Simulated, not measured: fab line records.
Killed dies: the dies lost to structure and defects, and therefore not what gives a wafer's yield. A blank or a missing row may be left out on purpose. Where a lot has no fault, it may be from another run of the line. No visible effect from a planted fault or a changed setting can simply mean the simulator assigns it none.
Split-lot study	flow n5Finfet	route with 1938 steps; 7 lots, 21 wafers read

THE SPLIT ITSELF
At N5_MIM_TOP_LITHO_EXPOSE_05 (exposes mask MIM TOP, target cd 2000 nm), the setting doseMj was moved away from the recipe's 20.5 on 7 of the 21 wafers read, by -6.5% to -1.9%. The other wafers ran this setting at the recipe's value.

FROM THE SPLIT TO THE READING: what the file shows between them, 3 steps
- N5_MIM_TOP_LITHO_PEB_06
- N5_MIM_TOP_LITHO_DEVELOP_07: develop time 60 s
- N5_MIM_TOP_LITHO_HARDBAKE_09: time 120 s

THE READING
Shown in nm: cdNm at N5_MIM_TOP_LITHO_CD_MEAS_08, with target cd 2000 nm. On this fab line, fault-free wafers typically give 1999.5 nm with a standard deviation of 1.8 nm.

wafer	tool, chamber at the split	doseMj as run	against the recipe	cdNm, nm	against lot-mates on the recipe
L076.1	krfScanner-02, 0	19.16	-6.5%	2015.3	+13.5
L076.4	krfScanner-02, 0	20.5	recipe	2001.8	-
L076.5	krfScanner-02, 0	19.16	-6.5%	2011.6	+9.8
L085.1	krfScanner-01, 0	19.35	-5.6%	2010.4	+13.6
L085.3	krfScanner-01, 0	20.5	recipe	1996.8	-
L085.5	krfScanner-01, 0	19.35	-5.6%	2009.5	+12.7
L084.1	krfScanner-02, 0	20.5	recipe	1999.7	-
L084.4	krfScanner-02, 0	20.11	-1.9%	2000.5	+1.4
L084.5	krfScanner-02, 0	20.5	recipe	1998.4	-
L086.2	krfScanner-01, 0	20.5	recipe	2003.0	-
L086.4	krfScanner-01, 0	20.5	recipe	2001.9	-
L086.5	krfScanner-01, 0	20.5	recipe	2002.5	-
L088.1	krfScanner-01, 0	20.5	recipe	2002.9	-
L088.4	krfScanner-01, 0	20.5	recipe	1996.6	-
L088.6	krfScanner-01, 0	20.5	recipe	2000.7	-
L089.2	krfScanner-01, 0	20.5	recipe	1998.8	-
L089.3	krfScanner-01, 0	20.5	recipe	1998.6	-
L089.6	krfScanner-01, 0	20.5	recipe	1998.3	-
L091.1	krfScanner-02, 0	20.5	recipe	1997.2	-
L091.4	krfScanner-02, 0	19.88	-3.0%	2004.0	+6.8
L091.6	krfScanner-02, 0	19.88	-3.0%	2004.5	+7.3

THE FIT
A straight line over all 21 wafers: cdNm changes by -1.93 nm for each +1% of doseMj; r = -0.91; the points scatter about the line by 2.2 nm.
The same after taking each lot's own level away (the mean of its wafers on the recipe; 21 wafers): -2.03 nm for each +1%; r = -0.95; scatter 1.6 nm.
On that fit, the largest move of doseMj shifts the reading by 13 nm.
Across the lots, their own levels run from 1996.80 to 2002.47 nm, a range of 3.1 times the standard deviation given above.
The two slopes are in agreement: the lot-to-lot level therefore moves the slope only a little.
Check: +13.2 nm against its lot-mates is what the line predicts for one of the wafers moved furthest among these (-6.5%) when that wafer is left out of the fit. It came out at +13.5 nm against them.

THE WHOLE CHAIN: every reading that the file lists as answering this split, in the file's order
step	what it does	reading	change (the file's fit)	r (the file's)
N5_MIM_TOP_LITHO_CD_MEAS_08	target cd 2000 nm	cdNm	-2 nm for each +1% of the setting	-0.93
N5_MIM_TOP_LITHO_DESCUM_10	chemistry O2, time 7.9 s	MIM_TOP_LITHO.cdNm (the simulator's own value, which no gauge read)	-1.83 nm for each +1% of the setting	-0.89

FILE'S OWN FIT
cdNm changes by -2 nm for each +1% of doseMj, r = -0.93.
